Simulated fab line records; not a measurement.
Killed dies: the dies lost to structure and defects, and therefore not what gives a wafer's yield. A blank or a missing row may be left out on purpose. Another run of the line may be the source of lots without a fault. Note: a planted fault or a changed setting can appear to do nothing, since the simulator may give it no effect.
Struck lot and sound lot, side by side | flow n5_finfet | 15 steps out of a route of 1938
Sound: wafers L606.2, L606.5, L606.6. Struck: wafer L611.5. (L611.1, L611.4 of the same lot were not struck and are left out.) The cause comes at the end.
Per side, at each step with rows, come the tool, then ch with its chambers, and then its first start. Under that, the readings that differ: sound wafers | struck wafers | difference of the means | sigmas: that difference in standard deviations of wafers without a fault.
alike: words and numbers the same on both sides, and readings whose means are apart by under 2 such deviations; not compared: readings that were withheld, readings missing a value for some wafer, numbers with overlapping values and no deviation given by the record, and bounds like >300 which may hide the same value.
The two part at a step that has a row with sigmas, a row that says differs or no value, or rows on one side only. When numbers do not overlap yet have no deviation, they are printed without sigmas and do not part them. Lack of a reading on every wafer of one side parts them only where that side has two or more wafers.

N5_BEOL_M10_TRENCH_ETCH_37: etches SiCOH lowk in C4F6/O2, target depth 148.83 nm, time 48 s.
  sound: rie_diel-04 ch 0,1,2; struck: rie_diel-02 ch 2
  reading                     | sound             | struck | difference | sigmas
  drypump_motor_current_A (A) | 6.2 6.0 5.3       | 4.9    | -0.9       | -2
  throttle_valve_pct (%)      | 20.94 20.51 20.57 | 21.27  | +0.60      | +3
  alike: bias_w, oes_product_au, rf_vpp_V, showerhead_plenum_p_Torr
  not compared: rf_hours_counter_h
then, 1 step without rows for these wafers: N5_BEOL_M10_ETCH_41 (etches SiCN in CH3F/O2, target depth 42.6 nm, time 86 s).
N5_BEOL_M10_STRIP_77: strips in N2/H2, time 10 s.
  sound: rie_diel-04 ch 0,1,2; struck: rie_diel-02 ch 2
  reading                     | sound             | struck | difference | sigmas
  drypump_motor_current_A (A) | 6.3 6.0 5.3       | 4.9    | -1.0       | -2
  throttle_valve_pct (%)      | 23.55 23.33 23.26 | 24.08  | +0.70      | +3
  alike: h2_flow_sccm, oes_product_au, rf_vpp_V, showerhead_plenum_p_Torr
  not compared: rf_hours_counter_h
N5_BEOL_M10_OCD_MEAS_38:
  struck on ocd-01, day 15 10:29; sound on ocd-01, day 14 11:14
  alike: trench_depth_nm
then, 4 steps without rows for these wafers: N5_BEOL_M10_HM_STRIP_39 (strips TiN in peroxide tin strip, target depth 25 nm, time 158 s); N5_BEOL_M10_SRD_40 (time 30 s); N5_BEOL_M10_PRECLEAN_42 (cleans in residue remover, time 60 s); N5_BEOL_M10_SRD_43 (time 30 s).
N5_BEOL_M10_CD_MEAS_35: the cd target is 70 nm.
  struck on cd_sem-03, day 15 10:39; sound on cd_sem-02, day 14 11:23
  alike: cd_nm
N5_BEOL_M10_CURE_72: cures SiCOH lowk, time 120 s.
  sound on uv_cure-03 ch 1, day 14 11:28; struck on uv_cure-03 ch 0, day 15 10:41
  alike: lamp_power_pct, wafer_temp_C_max
N5_BEOL_M10_DEGAS_44: time 60 s.
  struck on pvd_sputter-03, day 15 11:09; sound on pvd_sputter-03, day 14 11:54
  alike: heater_power_w
N5_BEOL_M10_PRE_CLEAN_45: time 30 s.
  struck on pvd_sputter-03, day 15 11:11; sound on pvd_sputter-03, day 14 11:56
  alike: heater_power_w
N5_BEOL_M10_ALD_74: deposits TaN, target thk 2 nm, pulse time 2 s, purge time 3 s.
  sound on ald_metal-02 ch 0,3, day 14 12:04; struck on ald_metal-02 ch 2, day 15 11:15
  reading    | sound    | struck | difference | sigmas
  ald_cycles | 40 40 40 | 35     | -5         |
  alike: heater_power_outer_w, heater_power_w
then, 1 step without rows for these wafers: N5_BEOL_M10_SURFACE_TREAT_76.
-- here the record skips 2 days between the struck wafers' starts before and after, leaving off in module BEOL_M10 and picking up in module PASSIVATION (first step shown: number 1936 of the route) --
N5_PASSIVATION_PROBE_49:
  struck on prober-02, day 17 19:17; sound on prober-01, day 16 17:28
  reading                  | sound          | struck | difference | sigmas
  defect_limited_yield (%) | 84.2 88.6 89.8 | 93.3   | +5.8       | +3
  killed_at_contacts       | 20 26 28       | 4      | -21        | -3
  killed_at_other          | 15 14 8        | 2      | -10        | -3
  killed_dies              | 186 134 120    | 79     | -68        | -3
  killed_open              | 107 93 77      | 61     | -31        | -2
  killed_short             | 78 40 43       | 14     | -40        | -5
  sort_bin_5_function (%)  | 9.1 6.9 5.5    | 3.7    | -3.5       | -3
  sort_bin_6_memory (%)    | 5.9 4.2 4.3    | 2.9    | -1.9       | -3
  sort_n_pass              | 994 1046 1060  | 1101   | +68        | +3
  sort_yield_pct (%)       | 84.2 88.6 89.8 | 93.3   | +5.8       | +3
  alike: killed_at_M0_to_M3, killed_at_M4_up, killed_at_front_end

## WHERE THEY PART
First at N5_BEOL_M10_TRENCH_ETCH_37; last, within this record, at N5_PASSIVATION_PROBE_49.

WHY: the cause the simulator had injected
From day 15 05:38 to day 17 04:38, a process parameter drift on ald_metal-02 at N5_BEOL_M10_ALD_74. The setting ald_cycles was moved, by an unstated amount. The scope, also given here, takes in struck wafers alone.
